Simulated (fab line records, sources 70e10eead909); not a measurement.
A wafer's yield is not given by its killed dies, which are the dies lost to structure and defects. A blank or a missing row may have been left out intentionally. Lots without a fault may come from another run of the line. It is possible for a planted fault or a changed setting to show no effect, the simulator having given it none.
fab line records	flow nandHarc
record lots=13	wafers=39	lastDay=24
route steps=1159 shown P_STI@91 P_GATE@138
lots with no fault: from the same line, run without faults
startH: the number of hours between the record's first day and the start of the first shown wafer of the lot	waitH: how many hours have passed since the lot's step before this one	" unchanged from the row above	L1.1+2: a row that stands for several wafers	- either no value or no given start	* or withheld: withheld	< > ~ a bound
route shown NAME@n: names a module that has steps shown in the file, with the first one's number in the route	usual: mean and standard deviation over wafers with no fault	same: alike in all rows	chamber/n: place in a boat	sites: per-site readings	_std_site: their standard deviation	_edge_site: inner sites' mean taken away from outer sites' mean	radiusMm: for every site, how far away it sits from the centre of the wafer	mask NAME#n: copy n	behind: the tool/chamber that last shaped the wafer	hold: why the lot went on hold/how many hours it stayed there/how the hold came to an end	device: the n, p or np transistor that did not switch	end of line: at the end of the route, the tests of the same wafers	step lacking rows: just its recipe	killed: dies that structure and defects cost at the first sort, which is not the same as the wafer's yield	map: the dies of a wafer, with x for killed, . for not killed, _ for no die there
set.NAME: setting as actually run; set.NAME@STEP: the setting as run at that earlier step	model.NAME: the simulator's own value behind a step, which no gauge read
one table for each step of the route and one row for each wafer, over a sample of lots
services: from which hour (startH, from the record's first day; less than 0 if before it) a tool's chamber was out of use, for how many hours, and why
## steps
# step NHARC_P_STI_CD_MEAS_16
# usual cdNm=198/3.1
lot.wafer	tool	chamber	startH	waitH	cdNm
L681.2	cdSem-01	-	40.80	-	204
L681.3	"	-	"	"	198
L681.5	"	-	"	"	199
L682.1	cdSem-03	-	40.95	-	194
L682.3	"	-	"	"	193
L682.6	"	-	"	"	196
L684.3	cdSem-01	-	56.50	-	200
L684.5	"	-	"	"	195
L684.6	"	-	"	"	193
L686.4	cdSem-01	-	66.25	-	204
L686.5	"	-	"	"	199
L686.6	"	-	"	"	199
L687.2	cdSem-01	-	72.38	-	194
L687.4	"	-	"	"	200
L687.5	"	-	"	"	195
L688.2	cdSem-03	-	80.19	-	201
L688.5	"	-	"	"	204
L688.6	"	-	"	"	196
L689.1	cdSem-02	-	80.37	-	202
L689.4	"	-	"	"	198
L689.5	"	-	"	"	200
L690.1	cdSem-01	-	91.17	-	200
L690.3	"	-	"	"	197
L690.5	"	-	"	"	202
L691.1	cdSem-01	-	96.01	-	201
L691.5	"	-	"	"	198
L691.6	"	-	"	"	199
L693.1	cdSem-01	-	113.52	-	195
L693.5	"	-	"	"	197
L693.6	"	-	"	"	195
L694.1	cdSem-03	-	118.19	-	198
L694.3	"	-	"	"	194
L694.5	"	-	"	"	200
L702.4	cdSem-03	-	161.51	-	201
L702.5	"	-	"	"	197
L702.6	"	-	"	"	201
L704.1	cdSem-01	-	173.82	-	195
L704.2	"	-	"	"	199
L704.5	"	-	"	"	198
# step NHARC_P_STI_OCD_MEAS_43
# usual trenchDepthNm=296/4.8	trenchFootCdNm=157.1/2.8
lot.wafer	tool	chamber	startH	waitH	trenchDepthNm	trenchFootCdNm
L681.2	ocd-01	-	41.40	-	294	163.7
L681.3	"	-	"	"	297	154.2
L681.5	"	-	"	"	296	157.8
L682.1	ocd-02	-	41.55	-	293	154.4
L682.3	"	-	"	"	298	153.6
L682.6	"	-	"	"	294	156.3
L684.3	ocd-02	-	57.09	-	295	159.7
L684.5	"	-	"	"	292	155.5
L684.6	"	-	"	"	296	153.0
L686.4	ocd-01	-	66.84	-	296	161.7
L686.5	"	-	"	"	304	154.7
L686.6	"	-	"	"	294	157.7
L687.2	ocd-01	-	72.97	-	289	154.7
L687.4	"	-	"	"	289	156.1
L687.5	"	-	"	"	283	155.6
L688.2	ocd-01	-	80.78	-	301	156.5
L688.5	"	-	"	"	298	163.0
L688.6	"	-	"	"	293	156.2
L689.1	ocd-02	-	80.97	-	302	160.6
L689.4	"	-	"	"	297	158.0
L689.5	"	-	"	"	293	158.7
L690.1	ocd-02	-	91.78	-	293	159.2
L690.3	"	-	"	"	301	156.3
L690.5	"	-	"	"	300	158.9
L691.1	ocd-02	-	96.60	-	297	160.2
L691.5	"	-	"	"	292	156.2
L691.6	"	-	"	"	294	158.5
L693.1	ocd-01	-	114.21	-	290	154.3
L693.5	"	-	"	"	293	154.7
L693.6	"	-	"	"	288	154.4
L694.1	ocd-01	-	118.78	-	301	157.0
L694.3	"	-	"	"	301	154.4
L694.5	"	-	"	"	290	160.5
L702.4	ocd-02	-	162.10	-	294	159.7
L702.5	"	-	"	"	297	158.4
L702.6	"	-	"	"	295	159.9
L704.1	ocd-02	-	174.41	-	292	154.5
L704.2	"	-	"	"	305	155.6
L704.5	"	-	"	"	303	153.6
# step NHARC_P_GATE_EXPOSE_23
# recipe na=1.35	targetCdNm=120	doseMj=93.91	maskId=P_GATE
# usual exposureDoseMJCm2=93.93/0.091	reticleTempC=22.98/0.11
lot.wafer	tool	chamber	startH	waitH	mask	exposureDoseMJCm2	reticleTempC
L681.2	arfiScanner-03	0	95.59	-	P_GATE#0	94.13	23.18
L681.3	"	0	"	"	P_GATE#0	93.97	22.90
L681.5	"	0	"	"	P_GATE#0	93.96	22.99
L682.1	arfiScanner-02	0	95.91	-	P_GATE#0	93.97	23.03
L682.3	"	0	"	"	P_GATE#0	94.04	23.19
L682.6	"	0	"	"	P_GATE#0	94.02	22.99
L684.3	arfiScanner-03	0	110.15	-	P_GATE#0	93.99	23.11
L684.5	"	0	"	"	P_GATE#0	94.02	22.95
L684.6	"	0	"	"	P_GATE#0	93.95	22.83
L686.4	arfiScanner-02	0	118.26	-	P_GATE#0	93.92	23.01
L686.5	"	0	"	"	P_GATE#0	93.82	23.18
L686.6	"	0	"	"	P_GATE#0	93.82	22.87
L687.2	arfiScanner-01	0	124.32	-	P_GATE#0	93.73	22.87
L687.4	"	0	"	"	P_GATE#0	94.05	22.97
L687.5	"	0	"	"	P_GATE#0	93.98	22.90
L689.1	arfiScanner-01	0	132.62	-	P_GATE#0	93.86	22.93
L689.4	"	0	"	"	P_GATE#0	93.99	22.85
L689.5	"	0	"	"	P_GATE#0	93.88	22.96
L688.2	arfiScanner-02	0	133.23	-	P_GATE#0	93.91	23.13
L688.5	"	0	"	"	P_GATE#0	93.92	22.79
L688.6	"	0	"	"	P_GATE#0	93.84	22.89
L690.1	arfiScanner-01	0	140.18	-	P_GATE#0	93.90	23.01
L690.3	"	0	"	"	P_GATE#0	93.82	23.05
L690.5	"	0	"	"	P_GATE#0	93.85	23.02
L691.1	arfiScanner-01	0	146.32	-	P_GATE#0	94.05	22.97
L691.5	"	0	"	"	P_GATE#0	93.93	22.94
L691.6	"	0	"	"	P_GATE#0	94.00	23.05
L694.1	arfiScanner-03	0	163.48	-	P_GATE#0	93.76	22.94
L694.3	"	0	"	"	P_GATE#0	94.06	22.90
L694.5	"	0	"	"	P_GATE#0	93.89	22.97
L693.1	arfiScanner-02	0	164.81	-	P_GATE_R1#0	93.86	22.67
L693.5	"	0	"	"	P_GATE_R1#0	93.91	22.80
L693.6	"	0	"	"	P_GATE_R1#0	93.94	22.67
L702.4	arfiScanner-02	0	217.74	-	P_GATE#0	93.92	22.94
L702.5	"	0	"	"	P_GATE#0	93.95	23.09
L702.6	"	0	"	"	P_GATE#0	94.00	23.26
L704.1	arfiScanner-02	0	224.57	-	P_GATE#0	93.98	23.07
L704.2	"	0	"	"	P_GATE#0	93.96	23.24
L704.5	"	0	"	"	P_GATE#0	93.90	22.91
# step NHARC_P_GATE_CD_MEAS_26
# recipe targetCdNm=120	landingEnergyEv=500
# usual cdNm=119.4/0.68
lot.wafer	tool	chamber	startH	waitH	cdNm
L681.2	cdSem-02	0	95.73	-	119.5
L681.3	"	0	"	"	118.7
L681.5	"	0	"	"	118.8
L682.1	cdSem-03	0	96.06	-	120.7
L682.3	"	0	"	"	119.5
L682.6	"	0	"	"	120.0
L684.3	cdSem-02	0	110.29	-	120.0
L684.5	"	0	"	"	119.8
L684.6	"	0	"	"	120.3
L686.4	cdSem-01	0	118.40	-	119.7
L686.5	"	0	"	"	118.0
L686.6	"	0	"	"	118.8
L687.2	cdSem-03	0	124.46	-	119.9
L687.4	"	0	"	"	119.2
L687.5	"	0	"	"	118.8
L689.1	cdSem-02	0	132.77	-	119.3
L689.4	"	0	"	"	118.5
L689.5	"	0	"	"	118.5
L688.2	cdSem-02	0	133.36	-	118.6
L688.5	"	0	"	"	119.2
L688.6	"	0	"	"	118.1
L690.1	cdSem-01	0	140.32	-	119.4
L690.3	"	0	"	"	118.8
L690.5	"	0	"	"	118.9
L691.1	cdSem-02	0	146.46	-	119.8
L691.5	"	0	"	"	119.7
L691.6	"	0	"	"	118.9
L694.1	cdSem-03	0	163.62	-	118.7
L694.3	"	0	"	"	118.4
L694.5	"	0	"	"	120.4
L693.1	cdSem-01	0	164.95	-	106.0
L693.5	"	0	"	"	105.6
L693.6	"	0	"	"	106.2
L702.4	cdSem-01	0	217.87	-	118.1
L702.5	"	0	"	"	119.3
L702.6	"	0	"	"	120.0
L704.1	cdSem-01	0	224.71	-	119.7
L704.2	"	0	"	"	119.2
L704.5	"	0	"	"	119.5
# step NHARC_P_GATE_ETCH_104
# recipe targetDepthA=600	timeS=withheld	cf4FlowSccm=100	chf3FlowSccm=30	arFlowSccm=0	rfW=500	biasW=200	chemistry=CF4/CHF3
# usual drypumpMotorCurrentA=6.0/0.42	oesProductAu=0.944/0.022	rfVppV=369.0/1.8	showerheadPlenumPTorr=1.53/0.044	throttleValvePct=16.804/0.0087
lot.wafer	tool	chamber	startH	waitH	drypumpMotorCurrentA	oesProductAu	rfVppV	showerheadPlenumPTorr	throttleValvePct
L681.3	rieDiel-12	2	96.00	0.1	5.4	0.952	371.0	1.59	16.797
L681.2	"	0	"	"	6.6	0.981	372.0	1.57	16.810
L681.5	"	2	"	"	5.4	0.965	371.1	1.59	16.794
L682.3	rieDiel-05	3	96.35	0.1	4.8	0.926	370.4	1.54	16.797
L682.1	"	0	"	"	5.9	0.926	366.6	1.50	16.797
L682.6	"	2	"	"	6.3	0.929	367.9	1.47	16.790
L684.3	rieDiel-08	2	110.71	0.2	6.0	0.957	366.3	1.48	16.800
L684.5	"	2	"	"	6.0	0.957	366.5	1.48	16.809
L684.6	"	3	"	"	6.0	0.948	371.2	1.56	16.795
L686.5	rieDiel-05	2	118.69	0.1	6.3	0.936	366.9	1.47	16.797
L686.6	"	3	"	"	4.8	0.935	367.3	1.54	16.803
L686.4	"	0	"	"	5.9	0.935	369.0	1.49	16.803
L687.2	rieDiel-08	1	124.75	0.1	6.5	0.926	367.8	1.49	16.802
L687.4	"	1	"	"	6.5	0.910	368.3	1.49	16.801
L687.5	"	2	"	"	6.0	0.912	366.6	1.47	16.798
L689.4	rieDiel-12	3	133.24	0.3	6.3	0.971	365.4	1.48	16.789
L689.1	"	0	"	"	6.6	0.959	369.9	1.57	16.805
L689.5	"	3	"	"	6.3	0.965	367.9	1.48	16.825
L688.2	rieDiel-05	0	133.63	0.1	5.9	0.984	368.5	1.49	16.808
L688.5	"	0	"	"	5.8	0.984	367.3	1.49	16.805
L688.6	"	1	"	"	6.0	0.974	370.3	1.53	16.795
L690.1	rieDiel-08	0	140.60	0.1	5.8	0.964	367.8	1.49	16.799
L690.3	"	2	"	"	6.1	0.951	366.7	1.47	16.806
L690.5	"	3	"	"	6.0	0.955	369.7	1.56	16.805
L691.1	rieDiel-12	3	146.75	0.1	6.3	1.009	367.4	1.48	16.799
L691.5	"	3	"	"	6.3	0.998	367.6	1.48	16.804
L691.6	"	0	"	"	6.6	0.990	369.2	1.57	16.792
L694.3	rieDiel-12	2	164.29	0.5	5.4	0.946	370.9	1.59	16.806
L694.1	"	0	"	"	6.6	0.936	370.2	1.56	16.809
L694.5	"	0	"	"	6.6	0.943	369.7	1.56	16.802
L693.1	rieDiel-08	3	165.58	0.2	6.0	0.917	369.9	1.56	16.801
L693.6	"	1	"	"	6.5	0.908	368.0	1.49	16.798
L693.5	"	2	"	"	6.0	0.930	367.4	1.47	16.802
L702.4	rieDiel-12	3	218.13	0.1	6.3	0.979	366.2	1.48	16.796
L702.5	"	3	"	"	6.3	0.983	367.0	1.48	16.804
L702.6	"	0	"	"	6.6	0.978	370.8	1.56	16.786
L704.1	rieDiel-08	2	225.10	0.2	6.0	0.935	366.2	1.47	16.800
L704.2	"	3	"	"	6.0	0.939	369.8	1.55	16.800
L704.5	"	3	"	"	6.0	0.944	369.4	1.55	16.805
## services
tool	chamber	startH	hours	kind
rieDiel-12	2	77.45	16.1	repair
arfiScanner-02	-	84.01	4.0	pm
arfiScanner-01	-	91.72	0.6	repair
arfiScanner-01	-	103.66	1.2	repair
arfiScanner-03	-	105.10	0.9	repair
rieDiel-05	1	111.20	11.6	repair
rieDiel-05	2	120.03	6.4	repair
arfiScanner-01	-	121.86	1.8	repair
rieDiel-08	0	124.58	10.8	repair
rieDiel-08	-	125.57	9.0	pm
rieDiel-05	2	139.06	1.9	repair
arfiScanner-03	-	140.00	4.0	pm
rieDiel-08	1	154.25	10.5	repair
arfiScanner-03	-	155.97	1.6	repair
rieDiel-12	1	161.78	6.8	repair
rieDiel-05	3	162.13	6.2	repair
rieDiel-05	-	163.75	9.0	pm
arfiScanner-02	-	179.83	4.1	repair
rieDiel-12	0	180.73	6.9	repair
arfiScanner-03	-	182.01	0.6	repair
rieDiel-08	1	192.39	5.7	repair
arfiScanner-01	-	196.00	4.0	pm
rieDiel-12	-	202.54	9.0	pm
arfiScanner-03	-	211.28	1.1	repair
## key
firstSign step=NHARC_P_GATE_EXPOSE_23	reading=mask	direction=changed
effect step=NHARC_P_GATE_CD_MEAS_26	reading=cdNm	direction=down	sigmas=20	usual=119.4	struck=106.0
metAt NHARC_P_GATE_EXPOSE_23
struckLots L693
sortLeftOut L693.1,L693.5,L693.6
testerLeftOut L693
notActingAt NHARC_P_STI_CD_MEAS_16,NHARC_P_STI_OCD_MEAS_43,NHARC_P_GATE_ETCH_104
onsetBetween 133.23 164.81
fault kind=wrongMask	tool=any	chamber=-	onsetH=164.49	steps=NHARC_P_GATE_EXPOSE_23	auxCopy=P_GATE_R1#0	cdOffsetNm=-12.844	scope=struckLotsOnly
# testerLeftOut: of these lots the tester's yield and bins aren't shown, on N5 and GAA mostly nor the transistor test; their killed dies are dies lost to structure and defects alone, not to doping, threshold or leakage, so they don't give the yield
# sortLeftOut: the simulated sort isn't trusted on such a fault, so these wafers' sort isn't shown, and their yield isn't known
